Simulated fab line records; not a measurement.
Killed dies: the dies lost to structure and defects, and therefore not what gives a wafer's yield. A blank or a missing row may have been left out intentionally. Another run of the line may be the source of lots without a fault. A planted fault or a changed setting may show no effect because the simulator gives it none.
The same fault as seen by 2 desks    flow n5_finfet    each desk holds nothing but its own numbers, with what lay behind them at the end

## AT THE METROLOGY DESK
What the gauges read, lot by lot, whatever tool the lot ran on: means of the sampled wafers that have a number. Any lot whose mean is over 4 standard deviations away from the usual mean is out of limits and marked OUT; that distance is given in the brackets. Shown here are 7 of its 10 readings, the ones lying furthest out on some lot.
Columns: A = DIBL_P at N5_BEOL_M4_RC_MEAS_101, usual 36.1 mV/V; B = IOFF_N at N5_BEOL_M4_RC_MEAS_101, usual 0.160 nA/um; C = IOFF_P at N5_BEOL_M4_RC_MEAS_101, usual 0.21 nA/um; D = ION_P at N5_BEOL_M4_RC_MEAS_101, usual 464 uA/um; E = SS_P at N5_BEOL_M4_RC_MEAS_101, usual 73.3 mV/dec; F = VT_N at N5_BEOL_M4_RC_MEAS_101, usual 250 mV; G = VT_P at N5_BEOL_M4_RC_MEAS_101, usual -249 mV
lot   first seen here  A     B      C     D    E     F    G
L633  day 8 01:37      35.5  0.161  0.22  460  73.3  251  -249
L635  day 8 18:49      34.8  0.127  0.16  452  73.0  254  -258
L638  day 9 12:30      37.1  0.166  0.21  454  73.9  250  -252
L637  day 9 12:39      36.4  0.157  0.23  467  73.3  251  -248
L641  day 10 04:10     37.0  0.176  0.23  468  73.6  246  -250
L643  day 10 20:14     39.7  0.204  0.30  481  74.3  247  -244
L651  day 13 09:56     35.1  0.158  0.19  467  73.0  247  -251
L652  day 13 13:07     36.9  0.172  0.23  474  73.1  249  -249
L655  day 13 14:01     39.4  0.202  0.29  470  74.2  245  -243
L654  day 13 15:26     35.5  0.149  0.22  462  73.0  251  -248
Result from this desk: across the 10 lots, nothing is out of limits.

## DESK OF THE TOOL OWNER: rie_diel-06
The tool's own readings at N5_BEOL_M4_ETCH_74 (etches underlayer in N2/H2, target depth 6.5 nm, time 5.2 s): means of the sampled wafers that have a number, for each lot that ran on this tool. Any lot whose mean is over 4 standard deviations away from the usual mean is out of limits and marked OUT; that distance is given in the brackets. Of its 9 readings 7 are shown: the one that was out of limits first, and those that lie furthest out on some lot.
Columns: A = bias_w at N5_BEOL_M4_ETCH_74, usual 150.0 W; B = chamber_pressure_mTorr at N5_BEOL_M4_ETCH_74, usual 30.00 mTorr; C = etch_rf_on_time_s at N5_BEOL_M4_ETCH_74, usual 5.21 s; D = h2_flow_sccm at N5_BEOL_M4_ETCH_74, usual 200.0 sccm; E = oes_product_au at N5_BEOL_M4_ETCH_74, usual 0.70 a.u.; F = rf_vpp_V at N5_BEOL_M4_ETCH_74, usual 522.4 V; G = throttle_valve_pct at N5_BEOL_M4_ETCH_74, usual 17.90 %
lot   first seen here  A      B      C                D      E     F      G
L638  day 9 02:27      150.3  29.96  5.35             199.7  0.66  520.1  18.02
L637  day 9 02:44      150.0  29.93  5.36             199.7  0.63  520.8  18.14
L641  day 9 16:29      149.9  30.04  5.23             199.3  0.73  522.4  17.87
L651  day 13 03:11     150.4  30.00  6.22 (+8.4) OUT  200.0  0.66  521.8  17.86
L652  day 13 03:26     150.3  30.00  6.22 (+8.4) OUT  199.2  0.63  521.7  17.90
This desk's finding: out of limits on L651, L652; first on L651, day 13 03:11 (etch_rf_on_time_s at N5_BEOL_M4_ETCH_74). L638, L637, L641: within limits.

## PUT TOGETHER
On L651, L652, at day 13 03:11, an alarm was possible from the tool owner's desk.
Nothing out of limits was seen by the metrology desk.
The metrology desk has L651, L652 on record, within its limits.
Of the lots named, all ran N5_BEOL_M4_ETCH_74 on rie_diel-06.

## WHAT THE SIMULATOR PUT IN
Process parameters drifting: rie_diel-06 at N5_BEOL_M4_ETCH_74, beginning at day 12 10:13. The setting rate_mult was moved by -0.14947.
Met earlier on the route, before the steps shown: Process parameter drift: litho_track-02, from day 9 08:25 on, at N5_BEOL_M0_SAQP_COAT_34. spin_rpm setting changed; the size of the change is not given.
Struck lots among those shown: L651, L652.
Each desk's first reading out of limits, in hours after the fault started: the tool owner's desk, 17.
